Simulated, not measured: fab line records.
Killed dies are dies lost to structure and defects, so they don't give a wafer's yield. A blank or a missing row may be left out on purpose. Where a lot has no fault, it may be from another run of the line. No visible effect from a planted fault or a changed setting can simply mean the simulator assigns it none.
fab line records :: flow n5-finfet
record
  lots=3
  wafers=9
  last-day=16
route steps=1938 shown BEOL_M11@1566 BEOL_M12@1602 PASSIVATION@1936
lots that met no fault: from a run of the same line without faults
start-h: the number of hours between the record's first day and the start of the first shown wafer of the lot :: wait-h: hours from the lot's prior step to this one :: " unchanged from the row above :: L1.1+2: a single row standing in for several wafers :: - no value present, or no start provided :: * or withheld: withheld :: < > ~ a bound
route shown NAME@n: a module of which the file shows steps, and the number in the route of the first :: usual: the fault-free wafers' mean and standard deviation :: same: alike in all rows :: chamber/n: place in a boat :: sites: the reading at each site :: _std_site: standard deviation across them :: _edge_site: inner sites' mean taken away from outer sites' mean :: radius-mm: how far each site lies from the wafer's centre :: mask NAME#n: copy n :: behind: the last tool/chamber to shape the wafer :: hold: cause of the lot's hold/its duration in hours/its outcome :: device: names the non-switching transistor (n, p or np) :: end of line: the tests these same wafers got at the end of their route :: a step with no rows: only its recipe :: killed: dies lost to structure and defects at the first sort, not the wafer's yield :: map: the dies of a wafer, with x for killed, . for not killed, _ for no die there
set.NAME: the setting the step ran with; set.NAME@STEP: the setting that earlier step ran with :: model.NAME: the simulator's own value behind a step, which no gauge read
lots at selected steps of the route; one table per step, one row per wafer
services: the hour from which a tool's chamber was out of use, counted from the record's first day as start-h (under 0 if before that day), plus the number of hours and why
## steps
# step N5_BEOL_M11_PEB_26
# recipe
  peb-temp-c=withheld
  peb-time-s=60
  resist=CAR-ArF
# step N5_BEOL_M11_DEVELOP_27
# recipe
  develop-time-s=30
  developer=TMAH
  resist=CAR-ArF
  rinse-liquid=diw
  dry=air-spin
  dev-temp-c=23
# step N5_BEOL_M11_DESCUM_33
# recipe
  chemistry=O2
  time-s=7.9
  source-power-w=50
  bias-power-w=20
  pressure-mtorr=20
  rf-frequency-hz=2.712e+07
  temp-c=40
  resist=CAR-ArF
  o2-flow-sccm=225
# step N5_BEOL_M11_ETCH_65
# recipe
  chemistry=CF4
  target=SiARC
  target-depth-a=390
  mask-material=CAR-ArF
  time-s=65
  ion-energy-ev=80
  pressure-mtorr=40
  source-w=545
  bias-w=36
  Ar_flow_sccm=100
  cf4-flow-sccm=100
  ends=cleared
# step N5_BEOL_M11_ETCH_66
# recipe
  chemistry=N2/H2
  target=SOC
  target-depth-a=1200
  overetch-a=240
  mask-material=SiARC
  temp-c=40
  time-s=180
  ion-energy-ev=200
  pressure-mtorr=30
  source-w=840
  bias-w=150
  n2-flow-sccm=200
  h2-flow-sccm=200
# step N5_BEOL_M11_STRIP_69
# recipe
  chemistry=N2/H2
  temp-c=40
  n2-flow-sccm=200
  h2-flow-sccm=200
  rf-frequency-hz=6e+07
# step N5_BEOL_M11_VIA_ETCH_34
# recipe
  chemistry=C4F6/O2
  target=SiCOH_lowk
  target-depth-a=1845
  mask-material=SOC
  taper-deg=4
  time-s=69.2
  ion-energy-ev=250
  pressure-mtorr=30
  source-w=345
  bias-w=185
  Ar_flow_sccm=300
  C4F6_flow_sccm=10
  O2_flow_sccm=10
# step N5_BEOL_M11_STRIP_73
# recipe
  chemistry=C4F6/O2
  resist=SiARC
  rf-frequency-hz=6e+07
# step N5_BEOL_M11_STRIP_36
# recipe
  chemistry=N2/H2
  power-w=450
  temp-c=40
  pressure-mtorr=20
  rf-frequency-hz=6e+07
  overash-fraction=0.3
  bias-power-w=7
  h2-frac=0.5
  n2-flow-sccm=200
  h2-flow-sccm=200
# step N5_BEOL_M11_TRENCH_ETCH_37
# recipe
  chemistry=C4F6/O2
  target-depth-a=1488.3
  target=SiCOH_lowk
  time-s=48
  ion-energy-ev=250
  pressure-mtorr=30
  source-w=345
  bias-w=185
  Ar_flow_sccm=300
  C4F6_flow_sccm=10
  O2_flow_sccm=10
# usual
  drypump-motor-current-A=5.7/0.39
  oes-product-au=0.80/0.099
  rf-vpp-V=661/10
  showerhead-plenum-p-Torr=2.85/0.094
  throttle-valve-pct=20.88/0.25
lot.wafer: L906.1
tool: rie-diel-02
chamber: 0
start-h: 256.71
wait-h: -
drypump-motor-current-A: 5.9
oes-product-au: 0.99
rf-hours-counter-h: 2
rf-vpp-V: 679
showerhead-plenum-p-Torr: 3.05
throttle-valve-pct: 21.28

lot.wafer: L906.2
tool: rie-diel-02
chamber: 1
start-h: 256.71
wait-h: -
drypump-motor-current-A: 5.2
oes-product-au: 0.73
rf-hours-counter-h: 188
rf-vpp-V: 646
showerhead-plenum-p-Torr: 2.72
throttle-valve-pct: 20.62

lot.wafer: L906.5
tool: rie-diel-02
chamber: 2
start-h: 256.71
wait-h: -
drypump-motor-current-A: 5.8
oes-product-au: 0.69
rf-hours-counter-h: -
rf-vpp-V: 659
showerhead-plenum-p-Torr: 2.90
throttle-valve-pct: 20.96

lot.wafer: L910.1
tool: rie-diel-06
chamber: 0
start-h: 276.75
wait-h: -
drypump-motor-current-A: 5.9
oes-product-au: 0.90
rf-hours-counter-h: 26
rf-vpp-V: 655
showerhead-plenum-p-Torr: 2.78
throttle-valve-pct: 20.74

lot.wafer: L910.4
tool: rie-diel-06
chamber: 1
start-h: 276.75
wait-h: -
drypump-motor-current-A: 5.5
oes-product-au: 0.96
rf-hours-counter-h: 10
rf-vpp-V: 673
showerhead-plenum-p-Torr: 2.80
throttle-valve-pct: 20.59

lot.wafer: L910.6
tool: rie-diel-06
chamber: 2
start-h: 276.75
wait-h: -
drypump-motor-current-A: 5.2
oes-product-au: 0.69
rf-hours-counter-h: -
rf-vpp-V: 669
showerhead-plenum-p-Torr: 2.95
throttle-valve-pct: 21.32

lot.wafer: L918.2
tool: rie-diel-02
chamber: 1
start-h: 342.61
wait-h: -
drypump-motor-current-A: 5.2
oes-product-au: 0.70
rf-hours-counter-h: 218
rf-vpp-V: 646
showerhead-plenum-p-Torr: 2.71
throttle-valve-pct: 20.68

lot.wafer: L918.4
tool: rie-diel-02
chamber: 2
start-h: 342.61
wait-h: -
drypump-motor-current-A: 5.8
oes-product-au: 0.68
rf-hours-counter-h: -
rf-vpp-V: 656
showerhead-plenum-p-Torr: 2.89
throttle-valve-pct: 20.99

lot.wafer: L918.5
tool: rie-diel-02
chamber: 0
start-h: 342.61
wait-h: -
drypump-motor-current-A: 5.9
oes-product-au: 0.91
rf-hours-counter-h: -
rf-vpp-V: 678
showerhead-plenum-p-Torr: 3.03
throttle-valve-pct: 21.30
# step N5_BEOL_M11_ETCH_41
# recipe
  chemistry=CH3F/O2
  target=SiCN
  target-depth-a=426
  taper-deg=2
  time-s=86
  ion-energy-ev=120
  mask-material=TiN
  pressure-mtorr=30
  source-w=395
  bias-w=75
  Ar_flow_sccm=150
  CH3F_flow_sccm=30
  O2_flow_sccm=20
# step N5_BEOL_M11_STRIP_77
# recipe
  chemistry=N2/H2
  time-s=10
  power-w=450
  temp-c=40
  pressure-mtorr=20
  rf-frequency-hz=6e+07
  bias-power-w=7
  n2-flow-sccm=200
  h2-flow-sccm=200
# step N5_BEOL_M11_HM_STRIP_39
# recipe
  chemistry=peroxide-tin-strip
  material=TiN
  target-depth-a=250
  temp-c=50
  time-s=158
# step N5_BEOL_M11_SRD_40
# recipe
  time-s=30
  temp-c=23
  rinse-liquid=diw
  dry=ipa-marangoni
# step N5_BEOL_M11_PRECLEAN_42
# recipe
  chemistry=residue-remover
  time-s=60
  temp-c=40
# step N5_BEOL_M11_SRD_43
# recipe
  time-s=30
  temp-c=23
  rinse-liquid=diw
  dry=ipa-marangoni
# step N5_BEOL_M11_CURE_72
# recipe
  temp-c=370
  time-s=120
  ambient=DMADMS/He
  material=SiCOH_lowk
# step N5_BEOL_M11_DEGAS_44
# recipe
  ambient=vacuum
  temp-c=250
  time-s=60
# step N5_BEOL_M11_PRE_CLEAN_45
# recipe
  gas=H2/He
  time-s=30
  temp-c=250
# step N5_BEOL_M11_ALD_74
# recipe
  material=TaN
  target-thk-a=20
  temp-c=275
  ald-precursor-family=PDMAT
  ald-co-reactant=NH3
  pressure-torr=3
  carrier-flow-sccm=1500
  pulse-time-s=2
  purge-time-s=3
  co-reactant-purge-time-s=2
  co-reactant-pulse-time-s=3
  ald-cycles=40
  precursor-vessel-temp-c=75
  precursor-vessel-pressure-torr=26.25
  precursor-vessel-carrier-sccm=1000
# step N5_BEOL_M11_SURFACE_TREAT_76
# recipe
  gas=Ar
  time-s=*
  ion-energy-ev=*
  ion-current-ma-cm2=0.5
  pressure-mtorr=*
  ar-flow-sccm=30
# step N5_BEOL_M11_CVD_75
# recipe
  material=Co
  target-thk-a=20
  temp-c=withheld
  precursor=CCTBA/H2
  pressure-torr=30
  time-s=138.9
# step N5_BEOL_M11_SPUTTER_48
# recipe
  material=Cu
  target-thk-a=120
  temp-c=-20
  bias-v=60
  power-w=26000
  chamber-pressure-pa=0.13
  time-s=2
# step N5_BEOL_M11_ECD_50
# recipe
  material=Cu
  target-thk-a=3180
# step N5_BEOL_M11_ANNEAL_51
# recipe
  temp-c=225
  time-s=90
  ambient=N2
# step N5_BEOL_M11_CMP_52
# recipe
  stop-on=SiCOH_lowk
  t-overpolish-s=7
  down-force-psi=1
  platen-rpm=50
  clearing-platen-down-force-psi=1.5
  clearing-platen-rpm=50
  post-cmp-clean=cu-alkaline
  target-thk-nm=140
  clearing-platen-pad-velocity-m-s=0.99484
  pad-velocity-m-s=0.99484
# step N5_BEOL_M11_PRE_CLEAN_55
# recipe
  gas=NH3
  time-s=15
  temp-c=withheld
  rf-power-w=300
# step N5_BEOL_M11_DEP_56
# recipe
  material=SiCN
  target-thk-a=300
  temp-c=withheld
  precursor=3MS/NH3
  pressure-torr=3
  rf-w=675
  time-s=10.5
# step N5_BEOL_M12_ILD_DEP_00
# recipe
  material=SiOC
  target-thk-a=6589.2
  temp-c=350
  precursor=DEMS/O2
  pressure-torr=5
  rf-w=500
  time-s=130.7
# step N5_BEOL_M12_COAT_58
# recipe
  resist=BARC
  temp-c=205
  time-s=60
  spin-rpm=1500
  resist-thk-nm=89
# step N5_BEOL_M12_COAT_04
# recipe
  spin-rpm=1625
  resist-thk-nm=400
# step N5_BEOL_M12_EBR_06
# recipe
  solvent=PGMEA
  ebr-width-mm=1.5
# step N5_BEOL_M12_SOFTBAKE_05
# recipe
  temp-c=130
  time-s=60
# step N5_PASSIVATION_PROBE_49
# usual
  defect-limited-yield=91.4/1.5
  killed_at_M0_to_M3=35/11
  killed_at_M4_up=16/7
  killed-at-contacts=11/5.3
  killed-at-front-end=37/11
  killed-at-other=3.1/2.8
  killed-dies=102/18
  killed-on-rim=13/3.7
  killed-open=69/15
  killed-short=31/7.8
  sort_bin_5_function=5.1/1.1
  sort_bin_6_memory=3.2/0.69
  sort-n-pass=1078/18
  sort-yield-pct=91.4/1.5
# same
  gross-dies=1180
  killed-at-back-side=0
  sort_bin_4_leakage[%]=0
  sort_bin_8_speed[%]=0
lot.wafer: L918.5
tool: prober-02
chamber: -
start-h: 383.39
wait-h: 0.2
defect-limited-yield[%]: 88.8
killed_at_M0_to_M3: 37
killed_at_M4_up: 54
killed-at-contacts: 4
killed-at-front-end: 36
killed-at-other: 1
killed-dies: 132
killed-on-rim: 25
killed-open: 73
killed-short: 20
sort_bin_5_function[%]: 6.9
sort_bin_6_memory[%]: 3.9
sort-n-pass: 1048
sort-yield-pct[%]: 88.8
# killed by level:class
L918.5 BEOL_M11:unspecified=38 BEOL_M1:geometric-particle:open=13 BEOL_M2:geometric-particle:open=10 FIN_SAQP:geometric-particle:open=7 BEOL_M4:geometric-particle:open=7 FIN_SAQP:geometric-particle:short=6 STI_FIN_REVEAL:geometric-particle:open=5 DUMMY_GATE:geometric-particle:open=5
# map L918.5 (x killed, . not)
_________________............________________
______________........x..x......_____________
___________.....x...x......x.......__________
__________........x................._________
________.....x.....x.....x.....x......_______
_______x...x.....................x.....______
______...............x.................._____
_____....x.x.....x...x..........x.....x..____
____.......................x..............___
___.x...x...x.............x................__
___....................x...................__
__.....x................x.......x........x.._
__..................x......x................_
_...x.x...x..............x..x.......x.x......
_.....x...................x..............x...
_x................x.......x.......x.x........
_......x................x....................
_xx...x..........x...........................
_x....x.....xx..x...........x.....x..........
_xxx............x...................x..x.....
_xxx.x........x.......x...........x.x........
__xxxx.x................x.................x._
__xxxxx....................x....x...x......._
___xxxx.xx.................................__
___xxxxx........................x..........__
____xxx.........x..x............x.........___
_____xxx...x.x.x.....x...xx..............____
______xx...........x.......x......x....._____
_______.xx................xx..x........______
________...................x.........._______
__________x...................x....._________
___________....................x...__________
______________.................._____________
_________________..x..x......________________
# map L906.2 (x killed, . not)
_________________....x.......________________
______________...............x.._____________
___________.....x..........x......x__________
__________..............x........x.._________
________x..............x.........x...._______
_______..x.............................______
______.....x.......................xx..._____
_____....x.........................x.....____
____.................................x..x.___
___.....................................x..__
___x.....x..............x.x..........x.x...__
__...xxx...................x....x..........._
__....x.................x..................._
_.....x......................x...............
_....x.x..............x......x...x......x....
_..................x.........................
_..x..........................x..x...........
_............x.......................x..x....
_...............x...xx.........xx.......x....
_...x.................................x....x.
_.x.x......xx............x..x......xx.x...xx.
__.x...x...........................x........_
__.............................x.........xx._
___.......x...x............................__
___.....x.....x...........x.x.........xx..x__
____...x....xx...x.............x........x.___
_____....xx..............................____
______x....................x............_____
_______.x..x.x.x...............x.......______
________........................x....._______
__________.................x.....x.._________
___________....................x..x__________
______________.x.xx............._____________
_________________............________________
## services
tool: rie-diel-06
chamber: 1
start-h: 250.77
hours: 15.2
kind: repair

tool: rie-diel-02
chamber: 3
start-h: 253.91
hours: -
kind: clean

tool: rie-diel-02
chamber: 3
start-h: 253.91
hours: -
kind: consumable-replace:focus-ring

tool: rie-diel-02
chamber: 3
start-h: 253.91
hours: 32.5
kind: scheduled-down

tool: rie-diel-02
chamber: 3
start-h: 253.91
hours: 32.5
kind: vent-cycle

tool: rie-diel-06
chamber: 1
start-h: 324.83
hours: 6.5
kind: repair

tool: rie-diel-06
chamber: 0
start-h: 329.54
hours: 6.8
kind: repair

tool: rie-diel-02
chamber: 3
start-h: 337.71
hours: 39.6
kind: repair
## key
first-sign
  step=N5_PASSIVATION_PROBE_49
  reading=killed_at_M4_up
  direction=up
  sigmas=5.5
  usual=16
  struck=54
effect
  step=N5_PASSIVATION_PROBE_49
  reading=killed-on-rim
  direction=up
  sigmas=3.1
  usual=13
  struck=25
more-kills-born-at
  N5_BEOL_M11_TRENCH_ETCH_37@rie-diel-02=38
met-at N5_BEOL_M11_TRENCH_ETCH_37
struck-wafers L918.5
onset-between 256.71 342.61
fault
  kind=chamber-particle-source
  tool=rie-diel-02
  chamber=0
  onset-h=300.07
  steps=N5_BEOL_M11_TRENCH_ETCH_37
  rate-per-visit-cm2=0.53803
  end-h=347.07
